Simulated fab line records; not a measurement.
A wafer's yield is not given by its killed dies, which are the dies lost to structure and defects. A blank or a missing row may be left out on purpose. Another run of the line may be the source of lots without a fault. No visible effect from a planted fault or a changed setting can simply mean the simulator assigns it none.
Chamber matching ; flow n5-finfet ; N5_BEOL_M8_ILD_DEP_00 on pecvd-03: 3 sister chambers
The step deposits SiCOH lowk from DEMS/porogen, target thk 179.75 nm, time 33.4 s. 3 wafers are shown with their chamber, then 9 later ones without.

EACH WAFER AND ITS CHAMBER
wafer;chamber;showerhead-plenum-p-Torr (Torr)
L089.5;0;5.725
L094.1;2;5.722
L094.4;1;5.759

WAFERS MISSING THEIR CHAMBER
wafer;showerhead-plenum-p-Torr (Torr)
L093.1;5.766
L093.3;5.724
L093.5;5.720
L095.3;5.753
L095.4;5.729
L095.6;5.739
L097.3;5.760
L097.5;5.746
L097.6;5.724

THE CHAMBER EACH PASSED THROUGH
wafer;from the rows above;in truth
L093.1;1;1
L093.3;can't be placed: 0 or 2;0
L093.5;can't be placed: 2 or 0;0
L095.3;1;1
L095.4;can't be placed: 0 or 2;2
L095.6;can't be placed: 0 or 2 or 1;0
L097.3;1;1
L097.5;can't be placed: 1 or 0 or 2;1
L097.6;can't be placed: 0 or 2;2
Correctly placed: 3 of 9. Cannot be placed on the basis of these rows: 6; the candidates contain the true chamber in 6. Placed wrongly: 0.
How it was worked out, from the rows above alone: a wafer's distance from a chamber is the root of the sum, over the readings, of the square of ((its reading less the chamber's mean) divided by the reading's scatter). If the next closest chamber is less than 2 further off than the closest, the wafer can't be placed; otherwise it belongs to the closest. A chamber's mean is the mean of its shown wafers. The scatter: with one shown wafer a chamber, the root of the mean of the squares of how far each hidden wafer lies from its nearest shown one.
